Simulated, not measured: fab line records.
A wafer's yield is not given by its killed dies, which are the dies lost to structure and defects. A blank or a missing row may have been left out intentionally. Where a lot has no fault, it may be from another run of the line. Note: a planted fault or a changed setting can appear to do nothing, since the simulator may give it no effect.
Matching of chambers -- flow n5-finfet -- N5_BEOL_M11_ETCH_65 on rie-diel-01 has 4 sister chambers
The step etches SiARC in CF4, target depth 39 nm, time 65 s. 8 wafers are shown with their chamber, then 10 later ones without.

WAFERS, EACH WITH ITS CHAMBER
wafer,chamber,showerhead-plenum-p-Torr (Torr),drypump-motor-current-A (A)
L080.4,2,2.08,4.9
L079.5,3,2.06,4.7
L087.2,2,2.07,5.0
L087.3,3,2.06,4.7
L087.5,1,2.04,5.8
L087.6,0,2.22,5.7
L091.1,1,2.04,5.8
L091.2,0,2.21,5.7

WAFERS WITH NO CHAMBER GIVEN
wafer,showerhead-plenum-p-Torr (Torr),drypump-motor-current-A (A)
L091.6,2.07,4.9
L097.1,2.21,5.7
L097.2,2.05,4.7
L097.3,2.04,5.8
L097.4,2.07,5.0
L097.5,2.07,4.9
L097.6,2.05,4.7
L094.1,2.07,5.0
L094.4,2.05,4.7
L094.6,2.07,5.0

WHICH CHAMBER EACH ONE RAN IN
wafer,from the rows above,in truth
L091.6,2,2
L097.1,0,0
L097.2,3,3
L097.3,1,1
L097.4,2,2
L097.5,2,2
L097.6,3,3
L094.1,2,2
L094.4,3,3
L094.6,2,2
Placed correctly: 10 of 10. Left unplaced by these rows: 0. Wrongly placed: 0.
How it was worked out, from the rows above alone: a wafer's distance from a chamber is the root of the sum, over the readings, of the square of ((its reading less the chamber's mean) divided by the reading's scatter). The wafer belongs to the nearest chamber; if the next one is less than 2 further off, it can't be placed. For every chamber, the mean is computed from those of its wafers that are shown. How the scatter is found: for the shown wafers, subtract from each reading the mean of its chamber, square and add these, divide the total by (wafers less chambers), then take the root.
